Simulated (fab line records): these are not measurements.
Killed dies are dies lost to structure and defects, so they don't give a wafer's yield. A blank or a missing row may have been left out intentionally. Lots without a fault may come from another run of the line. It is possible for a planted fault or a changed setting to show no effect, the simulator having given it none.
Matching of chambers -- flow n5_finfet -- 4 sister chambers for N5_BEOL_M0_ETCH_109 on rie_diel-01
The step etches SiCN in CH3F/O2, target depth 8 nm, overetch 2.4 nm, time 27.4 s. 4 wafers are shown with their chamber, then 12 later ones without.

## WAFERS PAIRED WITH THEIR CHAMBERS
wafer,chamber,drypump_motor_current_A (A)
L089.4,2,5.6
L094.3,3,6.2
L094.4,1,5.0
L094.5,0,6.2

## WAFERS WITHOUT THEIR CHAMBER
wafer,drypump_motor_current_A (A)
L095.2,6.2
L095.3,5.6
L095.5,6.2
L096.1,6.2
L096.2,5.6
L096.3,6.1
L096.4,5.0
L096.5,6.2
L096.6,6.2
L097.2,5.6
L097.3,6.2
L097.5,5.0

## EACH ONE'S CHAMBER
wafer,from the rows above,in truth
L095.2,can't be placed: 0 or 3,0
L095.3,2,2
L095.5,can't be placed: 0 or 3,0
L096.1,can't be placed: 0 or 3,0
L096.2,2,2
L096.3,can't be placed: 0 or 3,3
L096.4,1,1
L096.5,can't be placed: 0 or 3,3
L096.6,can't be placed: 0 or 3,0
L097.2,2,2
L097.3,can't be placed: 0 or 3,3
L097.5,1,1
Correct placement for 5 of the 12. From these rows, 7 cannot be placed; in 7 the true chamber is one of the candidates. Placed wrongly: 0.
How it was worked out, from the rows above alone: a wafer's distance from a chamber is the root of the sum, over the readings, of the square of ((its reading less the chamber's mean) divided by the reading's scatter). If the next closest chamber is less than 2 further off than the closest, the wafer can't be placed; otherwise it belongs to the closest. For every chamber, the mean is computed from those of its wafers that are shown. The scatter: root of mean squared gap, hidden wafer to nearest shown wafer, with one shown wafer a chamber.
